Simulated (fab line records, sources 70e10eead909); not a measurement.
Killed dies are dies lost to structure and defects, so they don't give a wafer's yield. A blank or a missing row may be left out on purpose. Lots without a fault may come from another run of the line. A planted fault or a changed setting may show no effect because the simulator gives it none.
fab line records | flow nand_harc
record lots=12 wafers=36 last_day=30
route steps=1302 shown P_M1@316 P_M2@318 END@1302
lots that met no fault: from a run of the same line without faults
start_h: hours from the record's first day to the start of the lot's first wafer shown | wait_h: hours since the lot's step before | " the same as in the row above | L1.1+2: a row that stands for several wafers | - no value, or no start given | * or withheld: withheld | < > ~ a bound
route shown NAME@n: a module of which the file shows steps, and the number in the route of the first | usual: mean/standard deviation of fault-free wafers | same: alike in all rows | chamber/n: place in a boat | sites: the reading at each site | _std_site: their standard deviation | _edge_site: outer sites' mean less inner sites' | radius_mm: how far each site lies from the wafer's centre | mask NAME#n: copy n | behind: the tool/chamber that last shaped the wafer | hold: why the lot was held/for how many hours/how that ended | device: the transistor (n, p or np) that didn't switch | end of line: the same wafers' tests at the end of the route | a step without rows: its recipe alone | killed: dies lost to structure and defects at the first sort, not the wafer's yield | map: a wafer's dies, x killed, . not, _ none there
set.NAME: the setting as run; set.NAME@STEP: as run at that earlier step | model.NAME: the simulator's own value behind a step, which no gauge read
steps of the route over a sample of lots; a table a step, a row a wafer
services: from which hour (start_h, from the record's first day; less than 0 if before it) a tool's chamber was out of use, for how many hours, and why
## steps
# step NHARC_P_M1_PRE_CLEAN_32
# recipe time_s=12 temp_c=370 rf_power_w=300 gas=NH3
# usual heater_power_outer_w=372/62 heater_power_w=643/83
# columns lot.wafer tool chamber start_h wait_h heater_power_outer_w heater_power_w
L890.2 pecvd-02 2 133.87 0.1 288 533
L890.3 " 0 " " 350 636
L890.6 " 2 " " 292 539
L892.3 pecvd-04 1 152.95 0.1 348 595
L892.1 " 0 " " 417 780
L892.5 " 0 " " 426 754
L895.1 pecvd-01 1 180.47 0.1 303 556
L895.6 " 2 " " 314 581
L895.5 " 1 " " 310 546
L897.2 pecvd-01 2 194.45 0.1 369 635
L897.3 " 1 " " 344 599
L897.5 " 0 " " 449 703
L898.1 pecvd-01 1 205.65 0.1 310 550
L898.4 " 1 " " 308 569
L898.5 " 0 " " 542 832
L899.1 pecvd-04 1 212.72 0.1 336 557
L899.3 " 2 " " 338 523
L899.6 " 1 " " 343 559
L900.3 pecvd-04 1 224.66 0.1 353 584
L900.6 " 0 " " 376 709
L900.5 " 2 " " 401 613
L902.1 pecvd-02 2 246.76 0.1 382 649
L902.2 " 1 " " 387 699
L902.6 " 1 " " 401 699
L903.2 pecvd-01 1 274.06 0.1 322 574
L903.6 " 2 " " 339 605
L903.5 " 0 " " 495 767
L905.3 pecvd-01 2 274.72 0.1 349 590
L905.1 " 1 " " 323 573
L905.5 " 1 " " 316 557
L904.3 pecvd-01 1 275.46 0.1 343 603
L904.1 " 2 " " 343 625
L904.2 " 0 " " 440 694
L907.2 pecvd-02 2 296.81 0.1 381 664
L907.5 " 1 " " 400 695
L907.6 " 2 " " 377 655
# step NHARC_P_M2_DEP_00
# recipe target_thk_a=1825 target_thk_nm=182.5 temp_c=withheld pressure_torr=5 flow_sccm=200 rf_w=600 material=SiOC
# columns lot.wafer tool chamber start_h wait_h
L890.3+2+6 pecvd-02 0,2,1 134.34 -
L892.3+1+5 pecvd-02 2,1,2 153.44 -
L895.1+5+6 pecvd-04 2,2,1 180.94 -
L897.3+2+5 pecvd-04 2,0,2 194.95 -
L898.1+4+5 pecvd-02 2 206.15 -
L899.1+3+6 pecvd-01 2,0,1 213.25 -
L900.3+5+6 pecvd-01 1,2,0 225.25 -
L902.2+1+6 pecvd-01 2,0,0 247.29 -
L903.2+5+6 pecvd-02 1,0,2 274.60 -
L905.3+1+5 pecvd-02 2,0,1 275.21 -
L904.2+3+1 pecvd-02 0,1,2 275.95 -
L907.2+5+6 pecvd-04 2,2,0 297.30 -
# step NHARC_P_M2_OVL_MEAS_10
# recipe pitch_nm=340
# usual overlay_x_nm=-0.1/0.72 overlay_y_nm=0.0/0.95
# columns lot.wafer tool chamber start_h wait_h overlay_x_nm overlay_y_nm
L890.2 overlay-02 - 135.14 - -0.5 0.1
L890.3 " - " " -0.7 -0.4
L890.6 " - " " -0.3 -0.8
L892.1 overlay-02 - 154.36 - 0.1 0.4
L892.3 " - " " -0.9 -0.4
L892.5 " - " " -0.8 -0.1
L895.1 overlay-01 - 181.87 - 1.3 0.0
L895.5 " - " " 0.8 -0.4
L895.6 " - " " 0.8 -0.9
L897.2 overlay-01 - 195.74 - 0.4 -0.4
L897.3 " - " " 0.6 0.1
L897.5 " - " " 0.1 0.1
L898.1 overlay-02 - 207.62 - 0.2 0.3
L898.4 " - " " 0.2 0.6
L898.5 " - " " -0.8 -0.3
L899.1 overlay-01 - 214.12 - -0.8 1.7
L899.3 " - " " -1.6 1.9
L899.6 " - " " -0.7 2.3
L900.3 overlay-01 - 226.08 - 0.6 1.7
L900.5 " - " " 1.0 1.5
L900.6 " - " " 0.8 1.6
L902.1 overlay-02 - 248.05 - -0.4 0.3
L902.2 " - " " -0.1 -0.1
L902.6 " - " " -0.7 0.7
L903.2 overlay-01 - 275.48 - 1.3 -0.6
L903.5 " - " " 1.2 -0.5
L903.6 " - " " 0.8 -0.5
L905.1 overlay-02 - 276.13 - -0.6 0.3
L905.3 " - " " -0.3 0.5
L905.5 " - " " -0.2 0.2
L904.1 overlay-01 - 276.86 - -0.3 0.4
L904.2 " - " " 0.2 0.2
L904.3 " - " " 0.0 0.6
L907.2 overlay-02 - 298.22 - -0.3 0.0
L907.5 " - " " -0.8 0.4
L907.6 " - " " -0.4 -0.1
# step NHARC_P_M2_INSPECT_11
# usual raw_defect_count=4.4/2.7
# columns lot.wafer tool chamber start_h wait_h raw_defect_count
L890.2 defect_inspect-02 - 135.17 0.0 10
L890.3 " - " " 3
L890.6 " - " " 8
L892.1 defect_inspect-01 - 154.39 0.0 4
L892.3 " - " " 1
L892.5 " - " " 4
L895.1 defect_inspect-01 - 181.91 0.0 3
L895.5 " - " " 7
L895.6 " - " " 2
L897.2 defect_inspect-02 - 195.78 0.0 6
L897.3 " - " " 2
L897.5 " - " " 1
L898.1 defect_inspect-01 - 207.66 0.0 2
L898.4 " - " " 5
L898.5 " - " " 6
L899.1 defect_inspect-02 - 214.16 0.0 3
L899.3 " - " " 6
L899.6 " - " " 2
L900.3 defect_inspect-01 - 226.12 0.0 5
L900.5 " - " " 4
L900.6 " - " " 5
L902.1 defect_inspect-02 - 248.08 0.0 6
L902.2 " - " " 3
L902.6 " - " " 4
L903.2 defect_inspect-02 - 275.51 0.0 5
L903.5 " - " " 2
L903.6 " - " " 2
L905.1 defect_inspect-01 - 276.17 0.0 1
L905.3 " - " " 6
L905.5 " - " " 5
L904.1 defect_inspect-02 - 276.90 0.0 6
L904.2 " - " " 4
L904.3 " - " " 686
L907.2 defect_inspect-01 - 298.26 0.0 7
L907.5 " - " " 2
L907.6 " - " " 3
# step NHARC_P_M2_DEGAS_29
# recipe temp_c=250 time_s=60
# usual heater_power_w=326/32
# columns lot.wafer tool chamber start_h wait_h heater_power_w
L890.3 pvd_sputter-03 - 136.29 - 329
L890.2 " - " " 345
L890.6 " - " " 320
L892.1 pvd_sputter-02 - 155.49 - 324
L892.3 " - " " 364
L892.5 " - " " 343
L895.1 pvd_sputter-01 - 183.04 - 282
L895.6 " - " " 287
L895.5 " - " " 397
L897.2 pvd_sputter-02 - 197.42 - 330
L897.3 " - " " 360
L897.5 " - " " 329
L898.4 pvd_sputter-03 - 208.74 - 332
L898.1 " - " " 342
L898.5 " - " " 332
L899.1 pvd_sputter-02 - 215.29 - 349
L899.3 " - " " 320
L899.6 " - " " 368
L900.3 pvd_sputter-03 - 227.21 - 345
L900.5 " - " " 340
L900.6 " - " " 318
L902.2 pvd_sputter-01 - 249.64 - 293
L902.1 " - " " 294
L902.6 " - " " 292
L903.2 pvd_sputter-02 - 276.60 - 325
L903.6 " - " " 337
L903.5 " - " " 332
L905.1 pvd_sputter-01 - 277.25 - 291
L905.3 " - " " 377
L905.5 " - " " 300
L904.2 pvd_sputter-03 - 277.98 - 343
L904.3 " - " " 331
L904.1 " - " " 351
L907.2 pvd_sputter-03 - 299.34 - 341
L907.6 " - " " 335
L907.5 " - " " 322
# step NHARC_END_SORT_01
# recipe temp_c=25
# usual defect_limited_yield=91.3/2.8 killed_at_array=54/18 killed_at_other=0.7/0.87 killed_at_periphery=3.7/2.5 killed_dies=59/19 killed_open=3.3/2 killed_short=2.6/1.6 sort_bin_2_pct=3.1/1.2 sort_bin_3_pct=0.6/0.35 sort_bin_4_pct=5.0/1.6 sort_n_pass=618/19 sort_rim_yield_pct=92/4.4 sort_yield_pct=91.3/2.8
# same gross_dies=677 sort_bin_5_pct[%]=0 sort_bin_6_pct[%]=0 sort_bin_7_pct[%]=0 sort_bin_8_pct[%]=0 sort_rim_n_gross=106.00
# columns lot.wafer tool chamber start_h wait_h defect_limited_yield[%] killed_at_array killed_at_other killed_at_periphery killed_dies killed_open killed_short sort_bin_2_pct[%] sort_bin_3_pct[%] sort_bin_4_pct[%] sort_n_pass sort_rim_yield_pct[%] sort_yield_pct[%]
L898.1 prober-01 0 657.62 2.5 87.4 81 0 4 85 3 3 4.1 1.0 7.4 592 92 87.4
L898.4 prober-01 0 660.05 3.4 88.5 76 2 0 78 1 3 4.0 1.2 6.4 599 89 88.5
L898.5 prober-01 0 660.85 3.7 87.9 76 2 4 82 3 5 4.6 0.9 6.6 595 88 87.9
L897.2 prober-02 0 658.39 2.8 91.6 53 0 4 57 3 1 2.7 0.6 5.2 620 97 91.6
L897.3 prober-02 0 659.19 3.1 93.1 44 0 3 47 3 3 2.2 0.9 3.8 630 91 93.1
L897.5 prober-02 0 660.79 3.7 91.4 52 2 4 58 5 4 3.7 0.6 4.3 619 96 91.4
L899.1 prober-02 0 665.41 2.5 90.1 63 0 4 67 4 2 3.2 1.0 5.6 610 84 90.1
L899.3 prober-02 0 667.03 3.1 91.0 58 0 3 61 6 2 4.0 0.3 4.7 616 88 91.0
L899.6 prober-02 0 669.47 4.1 90.4 63 0 2 65 4 3 3.2 1.0 5.3 612 86 90.4
L904.1 prober-01 0 700.25 2.6 90.8 56 2 4 62 5 1 2.4 0.6 6.2 615 92 90.8
L904.2 prober-01 0 701.05 2.8 90.7 59 0 4 63 3 3 2.8 0.9 5.6 614 93 90.7
L904.3 prober-01 0 701.84 3.1 77.8 52 1 97 150 2 1 9.2 4.4 8.6 527 87 77.8
L903.2 prober-02 0 700.97 2.8 91.4 53 1 4 58 3 4 3.8 0.4 4.3 619 88 91.4
L903.5 prober-02 0 703.38 3.7 90.8 58 3 1 62 1 4 3.2 0.7 5.2 615 90 90.8
L903.6 prober-02 0 704.18 4.0 91.9 51 3 1 55 1 0 4.1 0.1 3.8 622 90 91.9
L905.1 prober-02 0 716.90 2.5 91.6 52 0 5 57 5 5 2.8 0.6 5.0 620 82 91.6
L905.3 prober-02 0 718.55 3.1 92.8 46 0 3 49 3 2 1.9 0.7 4.6 628 99 92.8
L905.5 prober-02 0 720.19 3.8 92.8 43 0 6 49 6 0 2.5 0.9 3.8 628 92 92.8
L907.2 prober-01 0 726.57 2.8 95.0 30 0 4 34 3 2 1.5 0.3 3.2 643 99 95.0
L907.5 prober-01 0 728.96 3.7 95.6 26 1 3 30 3 2 1.3 0.3 2.8 647 99 95.6
L907.6 prober-01 0 729.76 4.0 96.6 21 0 2 23 0 1 0.3 0.1 3.0 654 94 96.6
# killed by level:class
L898.1 A_CHANNEL_HOLE_D2:chamber_film_flake=36 A_CHANNEL_HOLE_D1:chamber_film_flake=30 A_WL_FILL:chamber_film_flake=3 A_CHANNEL_FILL_D2:geometric_particle:short=2 A_ZERO_WELL:chamber_film_flake=2 A_SLIT:chamber_film_flake=2 P_CONTACT:geometric_particle:short=1 P_M0:geometric_particle:open=1
L897.2 A_CHANNEL_HOLE_D1:chamber_film_flake=36 A_CHANNEL_HOLE_D2:chamber_film_flake=8 P_BONDPAD:chamber_film_flake=2 A_CONTACT:chamber_film_flake=2 P_GATE:geometric_particle:open=1 A_CHANNEL_HOLE_D2:geometric_particle:short=1 A_CHANNEL_FILL_D2:geometric_particle:open=1 A_BLC:geometric_particle:open=1
L897.3 A_CHANNEL_HOLE_D1:chamber_film_flake=21 A_CHANNEL_HOLE_D2:chamber_film_flake=9 A_CONTACT:chamber_film_flake=5 P_BONDPAD:chamber_film_flake=3 A_CHANNEL_HOLE_D1:geometric_particle:short=1 A_CHANNEL_FILL_D1:geometric_particle:open=1 A_DECK1_JOINT:geometric_particle:short=1 A_CHANNEL_FILL_D2:geometric_particle:short=1
L898.4 A_CHANNEL_HOLE_D1:chamber_film_flake=39 A_CHANNEL_HOLE_D2:chamber_film_flake=27 THIN_TSV:chamber_film_flake=2 A_STAIRCASE:chamber_film_flake=2 A_CONTACT:chamber_film_flake=2 A_DECK1_JOINT:geometric_particle:short=1 A_WL_FILL:geometric_particle:short=1 A_WL_FILL:geometric_particle:open=1
L897.5 A_CHANNEL_HOLE_D1:chamber_film_flake=25 A_CHANNEL_HOLE_D2:chamber_film_flake=11 A_CONTACT:chamber_film_flake=5 A_CHANNEL_FILL_D1:geometric_particle:open=2 P_BONDPAD:chamber_film_flake=2 A_STAIRCASE:chamber_film_flake=2 THIN_TSV:chamber_film_flake=2 P_M0:geometric_particle:open=1
L898.5 A_CHANNEL_HOLE_D2:chamber_film_flake=38 A_CHANNEL_HOLE_D1:chamber_film_flake=26 P_ZERO_WELL:chamber_film_flake=2 A_BLC:chamber_film_flake=2 P_M0:geometric_particle:short=1 A_ONON_D1:geometric_particle:open=1 A_CHANNEL_HOLE_D2:geometric_particle:open=1 A_CHANNEL_FILL_D2:geometric_particle:short=1
L899.1 A_SLIT:chamber_film_flake=26 A_CHANNEL_HOLE_D1:chamber_film_flake=21 A_CHANNEL_HOLE_D2:chamber_film_flake=9 A_STAIRCASE:chamber_film_flake=2 A_BLC:chamber_film_flake=2 P_STI:geometric_particle:open=1 P_GATE:geometric_particle:open=1 P_CONTACT:geometric_particle:open=1
L899.3 A_SLIT:chamber_film_flake=21 A_CHANNEL_HOLE_D1:chamber_film_flake=19 A_CHANNEL_HOLE_D2:chamber_film_flake=8 A_STAIRCASE:chamber_film_flake=3 P_STI:geometric_particle:open=1 P_CONTACT:geometric_particle:open=1 A_DECK1_JOINT:geometric_particle:open=1 A_ONON_D2:geometric_particle:open=1
L899.6 A_CHANNEL_HOLE_D1:chamber_film_flake=28 A_SLIT:chamber_film_flake=18 A_CHANNEL_HOLE_D2:chamber_film_flake=7 A_CHANNEL_FILL_D2:geometric_particle:short=2 A_BLC:chamber_film_flake=2 P_GATE:geometric_particle:open=1 A_SOURCE_PLATE:geometric_particle:open=1 A_CHANNEL_FILL_D1:geometric_particle:open=1
L904.1 A_CHANNEL_HOLE_D1:chamber_film_flake=29 A_CHANNEL_HOLE_D2:chamber_film_flake=13 A_STAIRCASE:chamber_film_flake=5 A_SLIT:chamber_film_flake=3 P_CONTACT:geometric_particle:open=2 THIN_TSV:chamber_film_flake=2 A_CHANNEL_FILL_D1:geometric_particle:short=1 A_CHANNEL_FILL_D1:geometric_particle:open=1
L903.2 A_SLIT:chamber_film_flake=25 A_CONTACT:chamber_film_flake=9 A_CHANNEL_HOLE_D1:chamber_film_flake=8 P_GATE:geometric_particle:open=1 A_ONON_D1:geometric_particle:short=1 A_CHANNEL_FILL_D1:geometric_particle:short=1 A_ONON_D2:geometric_particle:open=1 A_WL_FILL:geometric_particle:short=1
L904.2 A_CHANNEL_HOLE_D1:chamber_film_flake=22 A_CHANNEL_HOLE_D2:chamber_film_flake=19 A_STAIRCASE:chamber_film_flake=7 A_SLIT:chamber_film_flake=5 P_CONTACT:geometric_particle:open=2 A_M0:chamber_film_flake=2 A_ONON_D1:geometric_particle:short=1 A_CHANNEL_HOLE_D1:geometric_particle:short=1
L904.3 P_M2:unspecified=94 A_CHANNEL_HOLE_D1:chamber_film_flake=24 A_CHANNEL_HOLE_D2:chamber_film_flake=18 A_SLIT:chamber_film_flake=5 A_STAIRCASE:chamber_film_flake=2 P_CONTACT:geometric_particle:open=1 A_WL_FILL:geometric_particle:short=1 A_BLC:geometric_particle:open=1
L903.5 A_SLIT:chamber_film_flake=29 A_CHANNEL_HOLE_D1:chamber_film_flake=12 A_CONTACT:chamber_film_flake=6 A_ONON_D2:geometric_particle:short=2 A_CHANNEL_FILL_D1:chamber_film_flake=2 A_M0:chamber_film_flake=2 HYBRID_BOND:chamber_film_flake=2 A_CHANNEL_FILL_D2:geometric_particle:open=1
L903.6 A_SLIT:chamber_film_flake=28 A_CONTACT:chamber_film_flake=8 A_CHANNEL_HOLE_D1:chamber_film_flake=7 A_STAIRCASE:chamber_film_flake=3 HYBRID_BOND:chamber_film_flake=2 A_CONTACT:geometric_particle:open=1 P_GATE:chamber_film_flake=1 A_DECK1_JOINT:chamber_film_flake=1
L905.1 A_SLIT:chamber_film_flake=24 A_STAIRCASE:chamber_film_flake=8 A_CHANNEL_HOLE_D1:chamber_film_flake=6 A_BLC:chamber_film_flake=3 P_M0:geometric_particle:open=2 A_DECK1_JOINT:chamber_film_flake=2 A_CONTACT:chamber_film_flake=2 P_STI:geometric_particle:short=1
L905.3 A_SLIT:chamber_film_flake=29 A_CHANNEL_HOLE_D1:chamber_film_flake=5 A_BLC:chamber_film_flake=5 A_CONTACT:chamber_film_flake=2 P_M0:geometric_particle:open=1 A_ONON_D1:geometric_particle:short=1 A_ONON_D2:geometric_particle:open=1 A_ONON_D2:geometric_particle:short=1
L905.5 A_SLIT:chamber_film_flake=25 A_CHANNEL_HOLE_D1:chamber_film_flake=7 A_STAIRCASE:chamber_film_flake=3 A_CHANNEL_FILL_D2:geometric_particle:open=2 P_BONDPAD:chamber_film_flake=2 A_BLC:chamber_film_flake=2 P_M0:geometric_particle:open=1 A_CHANNEL_FILL_D1:geometric_particle:open=1
L907.2 A_CHANNEL_HOLE_D1:chamber_film_flake=13 A_SLIT:chamber_film_flake=5 P_GATE:chamber_film_flake=3 A_CONTACT:chamber_film_flake=3 A_STAIRCASE:chamber_film_flake=2 P_GATE:geometric_particle:open=1 A_CHANNEL_FILL_D1:geometric_particle:short=1 A_CHANNEL_HOLE_D2:geometric_particle:open=1
L907.5 A_CHANNEL_HOLE_D1:chamber_film_flake=12 A_STAIRCASE:chamber_film_flake=5 A_ZERO_WELL:chamber_film_flake=3 P_M0:geometric_particle:open=1 A_SOURCE_PLATE:geometric_particle:open=1 A_ONON_D1:geometric_particle:short=1 A_DECK1_JOINT:geometric_particle:open=1 A_WL_FILL:geometric_particle:short=1
L907.6 A_CHANNEL_HOLE_D1:chamber_film_flake=11 A_STAIRCASE:chamber_film_flake=4 A_SLIT:chamber_film_flake=4 A_WL_FILL:geometric_particle:short=1 P_ZERO_WELL:chamber_film_flake=1 P_GATE:chamber_film_flake=1 A_CHANNEL_FILL_D2:chamber_film_flake=1
## services
# columns tool chamber start_h hours kind
pvd_sputter-02 - 125.17 10.0 pm
pecvd-01 - 130.00 13.0 pm
pecvd-01 0 130.00 13.0 vent_cycle
pecvd-01 1 130.00 13.0 vent_cycle
pecvd-01 2 130.00 13.0 vent_cycle
pecvd-04 - 133.15 1.0 repair
pecvd-01 0 143.00 - clean
pecvd-01 1 143.00 - clean
pecvd-01 2 143.00 - clean
pvd_sputter-01 - 158.23 3.5 repair
pvd_sputter-03 - 170.04 10.0 pm
pecvd-04 1 181.93 6.2 repair
pvd_sputter-02 - 183.34 5.3 repair
pecvd-02 1 196.74 14.1 repair
pecvd-02 0 197.83 16.3 repair
pvd_sputter-01 - 226.00 10.0 pm
pecvd-02 - 227.00 13.0 pm
pecvd-02 0 227.00 13.0 vent_cycle
pecvd-02 1 227.00 13.0 vent_cycle
pecvd-02 2 227.00 13.0 vent_cycle
pecvd-02 0 240.00 - clean
pecvd-02 1 240.00 - clean
pecvd-04 - 269.08 13.0 pm
pvd_sputter-01 - 277.62 1.1 repair
## key
first_sign step=NHARC_P_M2_INSPECT_11 reading=raw_defect_count direction=up sigmas=99+ usual=4.4 struck=686
effect step=NHARC_END_SORT_01 reading=killed_at_periphery direction=up sigmas=38 usual=3.7 struck=97
more_kills_born_at NHARC_P_M2_DEP_00@pecvd-02=94
met_at NHARC_P_M2_DEP_00
struck_lots L904
struck_wafers L904.3
not_acting_at NHARC_P_M1_PRE_CLEAN_32,NHARC_P_M2_OVL_MEAS_10,NHARC_P_M2_DEGAS_29
onset_between 275.21 275.95
fault kind=chamber_particle_source tool=pecvd-02 chamber=1 onset_h=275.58 steps=NHARC_P_M2_DEP_00 rate_per_visit_cm2=1.0753 end_h=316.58
